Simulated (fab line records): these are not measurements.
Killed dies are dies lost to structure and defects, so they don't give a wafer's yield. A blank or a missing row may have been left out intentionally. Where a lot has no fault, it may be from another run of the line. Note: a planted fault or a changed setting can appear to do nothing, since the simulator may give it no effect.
Which tool did it? + flow n5Finfet + 11 lots, 30 wafers sampled, at 5 steps of a route of 1938

## WHAT THE GAUGES READ, wafer by wafer
No reading from a measuring or inspecting step in the record can be judged against a usual standard deviation.

## WHAT TOOL EACH LOT RAN ON (gives the tool, then ch and the chambers of the sampled wafers, and finally the start)
| lot  | N5_BEOL_M9_ETCH_65                | N5_BEOL_M9_STRIP_80                          | N5_BEOL_M9_CURE_72           | N5_BEOL_M9_ALD_74                  | N5_PASSIVATION_PROBE_49 |
|------|-----------------------------------|----------------------------------------------|------------------------------|------------------------------------|-------------------------|
| L851 | rieDiel-01 ch 0,2,3, day 9 23:25  | rieDiel-01 ch 0,2,3, day 10 00:14 or earlier | uvCure-02 ch 0, day 10 00:14 | aldMetal-02 ch 0,2,3, day 10 00:46 | prober-02, day 12 08:19 |
| L852 | rieDiel-03 ch 1,2,3, day 10 05:13 | rieDiel-03 ch 1,2,3, day 10 05:49 or earlier | uvCure-01 ch 1, day 10 05:49 | aldMetal-02 ch 0,2,3, day 10 06:17 | prober-02, day 12 19:11 |
| L857 | rieDiel-01 ch 1,3, day 11 02:59   | rieDiel-01 ch 1,3, day 11 03:41 or earlier   | uvCure-01 ch 1, day 11 03:41 | aldMetal-04 ch 0,1, day 11 04:05   | prober-01, day 13 21:22 |
| L856 | rieDiel-03 ch 1,2,3, day 11 03:03 | rieDiel-03 ch 1,2,3, day 11 03:39 or earlier | uvCure-03 ch 0, day 11 03:39 | aldMetal-02 ch 0,1,3, day 11 04:07 | prober-01, day 14 04:10 |
| L861 | rieDiel-03 ch 0,3, day 12 09:45   | rieDiel-03 ch 0,3, day 12 10:32 or earlier   | uvCure-02 ch 0, day 12 10:32 | aldMetal-02 ch 0,1, day 12 11:04   | prober-01, day 15 03:58 |
| L862 | rieDiel-02 ch 0,3, day 13 01:36   | rieDiel-02 ch 0,3, day 13 02:15 or earlier   | uvCure-01 ch 2, day 13 02:15 | aldMetal-03 ch 0,1,2, day 13 02:47 | prober-02, day 15 14:59 |
| L864 | rieDiel-03 ch 2,3, day 13 02:02   | rieDiel-03 ch 2,3, day 13 02:49 or earlier   | uvCure-01 ch 0, day 13 02:49 | aldMetal-02 ch 0,1, day 13 03:28   | prober-01, day 15 14:04 |
| L866 | rieDiel-02 ch 0,2, day 13 11:55   | rieDiel-02 ch 0,2, day 13 12:59 or earlier   | uvCure-01 ch 0, day 13 12:59 | aldMetal-02 ch 0,1, day 13 13:32   | prober-01, day 16 00:12 |
| L870 | rieDiel-01 ch 1,2,3, day 14 03:07 | rieDiel-01 ch 1,2,3, day 14 03:57 or earlier | uvCure-02 ch 2, day 14 03:57 | aldMetal-04 ch 0,2,3, day 14 04:34 | prober-01, day 16 16:26 |
| L873 | rieDiel-03 ch 2,3, day 15 20:34   | rieDiel-03 ch 2,3, day 15 21:16 or earlier   | uvCure-03 ch 1, day 15 21:16 | aldMetal-03 ch 0,1, day 15 22:14   | prober-01, day 18 00:50 |
| L872 | rieDiel-02 ch 0,2, day 15 21:40   | rieDiel-02 ch 0,2, day 15 22:21 or earlier   | uvCure-01 ch 1, day 15 22:21 | aldMetal-04 ch 0,2,3, day 15 23:59 | prober-02, day 18 09:28 |
- N5_BEOL_M9_ETCH_65: etches SiARC in CF4, target depth 15.6 nm, time 26 s.
- N5_BEOL_M9_STRIP_80: strips in N2/H2, time 10 s.
- N5_BEOL_M9_CURE_72: cures SiCOH lowk, time 120 s.
- N5_BEOL_M9_ALD_74: deposits TaN, target thk 2 nm, pulse time 2 s, purge time 3 s.
- N5_PASSIVATION_PROBE_49

## WHAT THE TOOLS THEMSELVES READ (means of the sampled wafers that have a number; where no wafer has one, the mark that the record gives instead)
N5_BEOL_M9_ETCH_65. Usual: drypumpMotorCurrentA 5.6 A, standard deviation 0.48; etchRfOnTimeS 26.2 s, standard deviation 0.49; oesProductAu 0.64 a.u., standard deviation 0.047; rfVppV 184.3 V, standard deviation 1.3; showerheadPlenumPTorr 2.16 Torr, standard deviation 0.085; throttleValvePct 15.75 %, standard deviation 0.19.
| lot  | tool       | drypumpMotorCurrentA (A) | etchRfOnTimeS (s) | oesProductAu (a.u.) | rfVppV (V) | showerheadPlenumPTorr (Torr) | throttleValvePct (%) | flag |
|------|------------|--------------------------|-------------------|---------------------|------------|------------------------------|----------------------|------|
| L851 | rieDiel-01 | 5.4                      | 25.7              | 0.68                | 185.3      | 2.20                         | 15.69                |      |
| L852 | rieDiel-03 | 5.8                      | 26.5              | 0.63                | 184.3      | 2.20                         | 15.67                |      |
| L857 | rieDiel-01 | 5.6                      | 25.9              | 0.69                | 184.5      | 2.21                         | 15.78                |      |
| L856 | rieDiel-03 | 5.8                      | 26.2              | 0.63                | 185.4      | 2.20                         | 15.67                |      |
| L861 | rieDiel-03 | 5.5                      | 26.1              | 0.63                | 184.9      | 2.18                         | 15.86                |      |
| L862 | rieDiel-02 | 5.4                      | 26.3              | 0.63                | 184.4      | 2.16                         | 15.79                |      |
| L864 | rieDiel-03 | 6.1                      | 26.1              | 0.62                | 185.9      | 2.21                         | 15.61                |      |
| L866 | rieDiel-02 | 5.7                      | 25.9              | 0.62                | 183.5      | 2.05                         | 15.94                |      |
| L870 | rieDiel-01 | 5.3                      | 25.3              | 0.69                | 184.8      | 2.20                         | 15.72                |      |
| L873 | rieDiel-03 | 6.3                      | 26.4              | 0.61                | 185.9      | 2.21                         | 15.64                |      |
| L872 | rieDiel-02 | 5.6                      | 26.1              | 0.60                | 183.3      | 2.06                         | 15.96                |      |

N5_BEOL_M9_STRIP_80. Usual: value, then standard deviation, for each; drypumpMotorCurrentA 5.6 A / 0.48; h2FlowSccm 200.0 sccm / 0.57; oesProductAu 0.74 a.u. / 0.055; rfVppV 59.2 V / 0.92; showerheadPlenumPTorr 2.56 Torr / 0.11; tempC 40.00 C / 0.12; throttleValvePct 23.77 % / 0.28.
| lot  | tool       | drypumpMotorCurrentA (A) | h2FlowSccm (sccm) | oesProductAu (a.u.) | rfVppV (V) | showerheadPlenumPTorr (Torr) | tempC (C) | throttleValvePct (%) | flag |
|------|------------|--------------------------|-------------------|---------------------|------------|------------------------------|-----------|----------------------|------|
| L851 | rieDiel-01 | 5.4                      | 199.8             | 0.79                | 59.1       | 2.62                         | 40.05     | 23.79                |      |
| L852 | rieDiel-03 | 5.8                      | 200.4             | 0.74                | 59.2       | 2.61                         | 40.05     | 23.78                |      |
| L857 | rieDiel-01 | 5.6                      | 199.8             | 0.81                | 59.4       | 2.64                         | 40.05     | 24.01                |      |
| L856 | rieDiel-03 | 5.8                      | 199.8             | 0.74                | 59.7       | 2.61                         | 39.82     | 23.79                |      |
| L861 | rieDiel-03 | 5.6                      | 199.9             | 0.73                | 59.5       | 2.58                         | 39.95     | 23.72                |      |
| L862 | rieDiel-02 | 5.4                      | 200.1             | 0.74                | 58.9       | 2.57                         | 39.90     | 23.93                |      |
| L864 | rieDiel-03 | 6.1                      | 199.8             | 0.73                | 58.8       | 2.65                         | 40.02     | 23.69                |      |
| L866 | rieDiel-02 | 5.7                      | 200.0             | 0.72                | 59.7       | 2.42                         | 39.89     | 24.06                |      |
| L870 | rieDiel-01 | 5.3                      | 200.3             | 0.80                | 59.0       | 2.63                         | 39.99     | 23.89                |      |
| L873 | rieDiel-03 | 6.2                      | 199.9             | 0.71                | 59.2       | 2.64                         | 40.12     | 23.70                |      |
| L872 | rieDiel-02 | 5.6                      | 200.1             | 0.70                | 59.6       | 2.45                         | 40.12     | 24.13                |      |

N5_BEOL_M9_CURE_72. Usual: lampPowerPct 52.30 %, standard deviation 0.058; wafer_temp_C_max 372.1, standard deviation 0.84.
| lot  | tool      | lampPowerPct (%) | wafer_temp_C_max | flag |
|------|-----------|------------------|------------------|------|
| L851 | uvCure-02 | 52.35            | 371.6            |      |
| L852 | uvCure-01 | 52.41            | 373.2            |      |
| L857 | uvCure-01 | 52.26            | 373.6            |      |
| L856 | uvCure-03 | 52.28            | 371.3            |      |
| L861 | uvCure-02 | 52.33            | 371.5            |      |
| L862 | uvCure-01 | 52.27            | 371.1            |      |
| L864 | uvCure-01 | 52.34            | 372.0            |      |
| L866 | uvCure-01 | 52.34            | 372.8            |      |
| L870 | uvCure-02 | 52.23            | 371.8            |      |
| L873 | uvCure-03 | 52.30            | 372.4            |      |
| L872 | uvCure-01 | 52.34            | 373.3            |      |

N5_BEOL_M9_ALD_74. Usual: heaterPowerOuterW 238 W, standard deviation 25; heaterPowerW 430 W, standard deviation 38.
| lot  | tool        | heaterPowerOuterW (W) | heaterPowerW (W) | flag |
|------|-------------|-----------------------|------------------|------|
| L851 | aldMetal-02 | 236                   | 431              |      |
| L852 | aldMetal-02 | 240                   | 438              |      |
| L857 | aldMetal-04 | 257                   | 429              |      |
| L856 | aldMetal-02 | 238                   | 423              |      |
| L861 | aldMetal-02 | 218                   | 403              |      |
| L862 | aldMetal-03 | 260                   | 467              |      |
| L864 | aldMetal-02 | 223                   | 416              |      |
| L866 | aldMetal-02 | 222                   | 410              |      |
| L870 | aldMetal-04 | 226                   | 408              |      |
| L873 | aldMetal-03 | 266                   | 483              |      |
| L872 | aldMetal-04 | 230                   | 414              |      |

N5_PASSIVATION_PROBE_49. Usual: defectLimitedYield 91.6 %, standard deviation 1.2; killed_at_M0_to_M3 33, standard deviation 9.4; killed_at_M4_up 13, standard deviation 5.2; killedAtContacts 13, standard deviation 5.6; killedAtFrontEnd 37, standard deviation 9.5; killedAtOther 4, standard deviation 3.1; killedDies 99, standard deviation 15; killedOnRim 13, standard deviation 3.6; killedOpen 65, standard deviation 11; killedShort 32, standard deviation 7.5; sort_bin_5_function 4.9 %, standard deviation 0.77; sort_bin_6_memory 3.1 %, standard deviation 0.65; sort_bin_8_speed 0.01 %, standard deviation 0.056; sortNPass 1081, standard deviation 15; sortYieldPct 91.6 %, standard deviation 1.2.
| lot  | tool      | defectLimitedYield (%) | killed_at_M0_to_M3 | killed_at_M4_up | killedAtContacts | killedAtFrontEnd | killedAtOther | killedDies | killedOnRim | killedOpen | killedShort | sort_bin_5_function (%) | sort_bin_6_memory (%) | sort_bin_8_speed (%) | sortNPass | sortYieldPct (%) | flag |
|------|-----------|------------------------|--------------------|-----------------|------------------|------------------|---------------|------------|-------------|------------|-------------|-------------------------|-----------------------|----------------------|-----------|------------------|------|
| L851 | prober-02 | 91.9                   | 43                 | 13              | 15               | 23               | 3             | 96         | 12          | 71         | 25          | 4.8                     | 3.1                   | 0.00                 | 1084      | 91.9             |      |
| L852 | prober-02 | 90.8                   | 42                 | 13              | 12               | 37               | 4             | 108        | 13          | 72         | 35          | 5.3                     | 3.6                   | 0.14                 | 1070      | 90.7             |      |
| L857 | prober-01 | 92.7                   | 28                 | 7               | 20               | 29               | 2             | 86         | 13          | 57         | 28          | 4.3                     | 2.7                   | 0.00                 | 1094      | 92.7             |      |
| L856 | prober-01 | 92.8                   | 21                 | 10              | 20               | 34               | 1             | 85         | 12          | 61         | 24          | 4.5                     | 2.4                   | 0.00                 | 1095      | 92.8             |      |
| L861 | prober-01 | 93.1                   | 20                 | 13              | 10               | 34               | 6             | 82         | 10          | 51         | 30          | 4.1                     | 2.5                   | 0.00                 | 1098      | 93.1             |      |
| L862 | prober-02 | 92.1                   | 30                 | 17              | 10               | 34               | 2             | 93         | 14          | 61         | 31          | 4.9                     | 2.8                   | 0.00                 | 1087      | 92.1             |      |
| L864 | prober-01 | 91.5                   | 28                 | 8               | 14               | 48               | 3             | 100        | 12          | 71         | 28          | 5.0                     | 3.2                   | 0.00                 | 1080      | 91.5             |      |
| L866 | prober-01 | 90.6                   | 38                 | 9               | 11               | 48               | 5             | 111        | 15          | 76         | 36          | 5.2                     | 4.0                   | 0.00                 | 1069      | 90.6             |      |
| L870 | prober-01 | 90.3                   | 36                 | 14              | 14               | 48               | 3             | 115        | 13          | 73         | 41          | 5.9                     | 3.5                   | 0.00                 | 1065      | 90.3             |      |
| L873 | prober-01 | 91.4                   | 28                 | 12              | 12               | 43               | 6             | 101        | 16          | 68         | 33          | 5.3                     | 3.0                   | 0.00                 | 1079      | 91.4             |      |
| L872 | prober-02 | 90.8                   | 39                 | 11              | 12               | 41               | 5             | 109        | 12          | 75         | 33          | 5.2                     | 3.7                   | 0.00                 | 1071      | 90.8             |      |

## THE ANSWER, worked out from the rows above alone
Rule: a lot is off if the mean of its wafers that have a number lies more than 3 standard deviations from the usual mean. A lot without any number at a reading at which 4 lots or more have one is off too. Any other lot the step has rows for is counted as sound. Order of review: gauges by route order, followed by the tools' own readings, for which a lot's mean as printed above is used. The first step at which some lot is off is used, and at that step the reading that is off furthest; a lot without a number counts as furthest.
No lot is off on any of the readings shown, so nothing can be concluded from this.

## WHAT THE SIMULATOR HAD INSERTED
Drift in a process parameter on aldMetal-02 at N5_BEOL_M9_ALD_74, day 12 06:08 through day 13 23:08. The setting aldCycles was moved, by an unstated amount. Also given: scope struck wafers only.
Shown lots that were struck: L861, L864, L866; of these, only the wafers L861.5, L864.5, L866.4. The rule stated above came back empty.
